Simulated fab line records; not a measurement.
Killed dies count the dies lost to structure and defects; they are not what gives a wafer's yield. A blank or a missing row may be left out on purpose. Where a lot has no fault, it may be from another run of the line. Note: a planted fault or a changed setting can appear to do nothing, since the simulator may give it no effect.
Struck lot and sound lot, side by side | flow nandHarc | 14 out of 1302 route steps
Sound: the wafers L496.3, L496.4, L496.6. The struck wafers were L506.1, L506.4, L506.6. The cause is given at the end.
Per side, at each step with rows, come the tool, then ch with its chambers, and then its first start. Under that, the readings that differ: sound wafers | struck wafers | difference of the means | sigmas: that difference in standard deviations of wafers without a fault.
alike: readings whose means differ by less than 2 such deviations, and words and numbers that are the same on both sides. not compared: withheld readings, readings that some wafer has no value for, bounds like >300 that may hide the same value, and numbers for which the record gives no deviation and whose values overlap.
Wherever a step has rows on one side only, a row that says differs or no value, or a row with sigmas, the two part there. Numbers that don't overlap but have no deviation are shown without sigmas and don't part them. A reading missing from all wafers of one side parts the sides only when that side holds two or more wafers.

NHARC_A_CONTACT_OVL_MEAS_43:
  struck on overlay-01, day 27 05:59; sound on overlay-01, day 24 04:53
reading         | sound       | struck         | difference | sigmas
overlayYNm (nm) | 2.1 1.1 1.6 | -0.6 -0.5 -0.9 | -2.3       | -3
  alike: overlayXNm
NHARC_A_CONTACT_INSPECT_44:
  struck on defectInspect-01, day 27 06:01; sound on defectInspect-02, day 24 04:55
  alike: rawDefectCount
then, 3 steps without rows for these wafers: NHARC_A_CONTACT_DESCUM_47 (chemistry O2, time 3 s); NHARC_A_CONTACT_ETCH_48 (etches the open film in CF4, target depth 39 nm, time 65 s); NHARC_A_CONTACT_ETCH_49 (etches the open film in N2/H2, target depth 260 nm, time 475.3 s).
NHARC_A_CONTACT_ETCH_50: etches the open film in CF4/CHF3, target depth 121 nm, time 60.5 s.
  sound on rieDiel-05 ch 0,1; struck on rieDiel-11 ch 0,1
  alike: biasW, cf4FlowSccm, chamberPressureMTorr, drypumpMotorCurrentA, mfcArSccm, oesProductAu, rfVppV, showerheadPlenumPTorr, throttleValvePct
  not compared: rfHoursCounterH
then, 1 step without rows for these wafers: NHARC_A_CONTACT_ETCH_51 (etches the open film in O2/COS, target depth 7000 nm, time 1820 s).
NHARC_A_CONTACT_ETCH_111: etches the open film in C4F8/O2/Ar, time 140 s, target depth 700 nm.
  sound on harCapEtch-01 ch 0,1, day 24 06:52; struck on harCapEtch-02 ch 0,1, day 27 07:59
  alike: chamberPressureMTorr, oesAirLineAu
  not compared: rfHoursCounterH
then, 1 step without rows for these wafers: NHARC_A_CONTACT_ETCH_112 (etches the open film in C4F8/O2/Ar, time 190 s, target depth 1850 nm).
NHARC_A_CONTACT_ETCH_113: etches the open film in C4F8/O2/Ar, time 190 s, target depth 1850 nm.
  sound on harCapEtch-01 ch 0,1, day 24 07:14; struck on harCapEtch-02 ch 0,1, day 27 08:29
  alike: chamberPressureMTorr, oesAirLineAu
  not compared: rfHoursCounterH
NHARC_A_CONTACT_ETCH_114: etches the open film in C4F8/O2/Ar, time 190 s, target depth 1850 nm.
  sound on harCapEtch-01 ch 0,1, day 24 07:25; struck on harCapEtch-02 ch 0,1, day 27 08:42
  alike: chamberPressureMTorr, oesAirLineAu
  not compared: rfHoursCounterH
NHARC_A_CONTACT_ETCH_115: etches the open film in C4F8/O2/Ar, time 190 s, target depth 1850 nm.
  sound on harCapEtch-01 ch 0,1, day 24 07:35; struck on harCapEtch-02 ch 0,1, day 27 08:56
  alike: chamberPressureMTorr, oesAirLineAu
  not compared: rfHoursCounterH
NHARC_A_CONTACT_ETCH_116: etches the open film in C4F8/O2/Ar, time 190 s, target depth 1850 nm.
  sound on harCapEtch-01 ch 0,1, day 24 07:45; struck on harCapEtch-02 ch 0,1, day 27 09:10
  no value came back on the struck wafers for chamberPressureMTorr (mTorr), oesAirLineAu (a.u.); on the sound wafers chamberPressureMTorr (mTorr) reads 20.001 20.002 19.971
  not compared: rfHoursCounterH
then, 1 step without rows for these wafers: NHARC_A_CONTACT_ETCH_117 (etches the open film in C4F8/O2/Ar, time 190 s, target depth 1850 nm).

== WHERE THEY PART ==
Last at NHARC_A_CONTACT_ETCH_116 as far as this record goes, first at NHARC_A_CONTACT_OVL_MEAS_43.

WHY: the cause the simulator had injected
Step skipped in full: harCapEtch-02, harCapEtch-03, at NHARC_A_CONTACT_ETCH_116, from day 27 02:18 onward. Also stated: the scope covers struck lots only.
